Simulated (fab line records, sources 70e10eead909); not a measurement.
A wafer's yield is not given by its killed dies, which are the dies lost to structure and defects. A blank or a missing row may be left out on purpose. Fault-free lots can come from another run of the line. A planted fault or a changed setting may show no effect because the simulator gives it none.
Check for tools in common + flow nand harc + Sample size 2 lots and 6 wafers

## WHAT PROMPTED THE OPENING
On 2 of the 2 lots, a flag is raised at NHARC_END_SORT_01 on the reading killed at array. No-fault wafers: 55, standard deviation 22.
Rule: flag the lot when none of its wafers has a number, or when each of its wafers that has one lies beyond 4 standard deviations from that mean. The rest of the lots are taken to be sound.

| lot  | measured     | on        | killed at array, wafer by wafer | flag    |
|------|--------------|-----------|---------------------------------|---------|
| L844 | day 28 05:04 | prober-02 | 667 669 673                     | FLAGGED |
| L843 | day 28 12:52 | prober-02 | 677 672 671                     | FLAGGED |
On average the flagged lots' numbers are 672, which is +616 against the usual, or +28 standard deviations.

## LOT BY LOT: THE TOOL USED
3 process steps preceding the reading are held in the record, out of 1302 steps in the route. Each cell gives the tool, then ch followed by the chambers the sampled wafers passed through, then the start.
| lot  | flag    | NHARC_A_CHANNEL_HOLE_D1_ETCH_38    | NHARC_A_CHANNEL_FILL_D1_CVD_18 | NHARC_A_CHANNEL_FILL_D1_STRIP_28   |
|------|---------|------------------------------------|--------------------------------|------------------------------------|
| L844 | FLAGGED | rie diel-05 ch 0,1,3, day 12 10:46 | lpcvd poly-04, day 13 16:04    | rie diel-01 ch 0,1,2, day 13 18:21 |
| L843 | FLAGGED | rie diel-05 ch 0,1, day 12 11:01   | lpcvd poly-04, day 13 16:04    | rie diel-07 ch 0,1,2, day 13 18:20 |
What the steps here do:
- NHARC_A_CHANNEL_HOLE_D1_ETCH_38: etches the open film in CF4, target depth 39 nm, time 65 s.
- NHARC_A_CHANNEL_FILL_D1_CVD_18: deposits poly-Si, target thk 3 nm.
- NHARC_A_CHANNEL_FILL_D1_STRIP_28: strips in O2, time 20 s.
- NHARC_END_SORT_01

## FLAGGED AGAINST TOTAL, ONE TOOL AT A TIME (gauges that did the reading follow at the end)
| step                             | tool          | lots run | flagged | share of the flagged lots | sound lots run after its first flagged lot |
|----------------------------------|---------------|----------|---------|---------------------------|--------------------------------------------|
| NHARC_A_CHANNEL_HOLE_D1_ETCH_38  | rie diel-05   | 2        | 2       | all                       | 0                                          |
| NHARC_A_CHANNEL_FILL_D1_CVD_18   | lpcvd poly-04 | 2        | 2       | all                       | 0                                          |
| NHARC_A_CHANNEL_FILL_D1_STRIP_28 | rie diel-01   | 1        | 1       | some                      | 0                                          |
| NHARC_A_CHANNEL_FILL_D1_STRIP_28 | rie diel-07   | 1        | 1       | some                      | 0                                          |
| NHARC_END_SORT_01                | prober-02     | 2        | 2       | all                       | 0                                          |

## WHAT THE TABLE PERMITS
rie diel-05 at NHARC_A_CHANNEL_HOLE_D1_ETCH_38, lpcvd poly-04 at NHARC_A_CHANNEL_FILL_D1_CVD_18 and prober-02 at NHARC_END_SORT_01: these 3 rows of the table ran every flagged lot.
- rie diel-05 at NHARC_A_CHANNEL_HOLE_D1_ETCH_38 ran 2 lots, 2 of them flagged. With no sound lot run before its first flagged lot in this sample, there is nothing to narrow down the start.
- lpcvd poly-04 at NHARC_A_CHANNEL_FILL_D1_CVD_18 ran 2 lots, 2 of them flagged. With no sound lot run before its first flagged lot in this sample, there is nothing to narrow down the start.
- prober-02 at NHARC_END_SORT_01 ran 2 lots, 2 of them flagged. With no sound lot run before its first flagged lot in this sample, there is nothing to narrow down the start.
These 3 tools cannot be told apart by counting lots, since each of them fits a fault that started at some hour. More lots, or a look at what each step does to the wafer, might.

## WHAT THE SIMULATOR HAD PUT IN
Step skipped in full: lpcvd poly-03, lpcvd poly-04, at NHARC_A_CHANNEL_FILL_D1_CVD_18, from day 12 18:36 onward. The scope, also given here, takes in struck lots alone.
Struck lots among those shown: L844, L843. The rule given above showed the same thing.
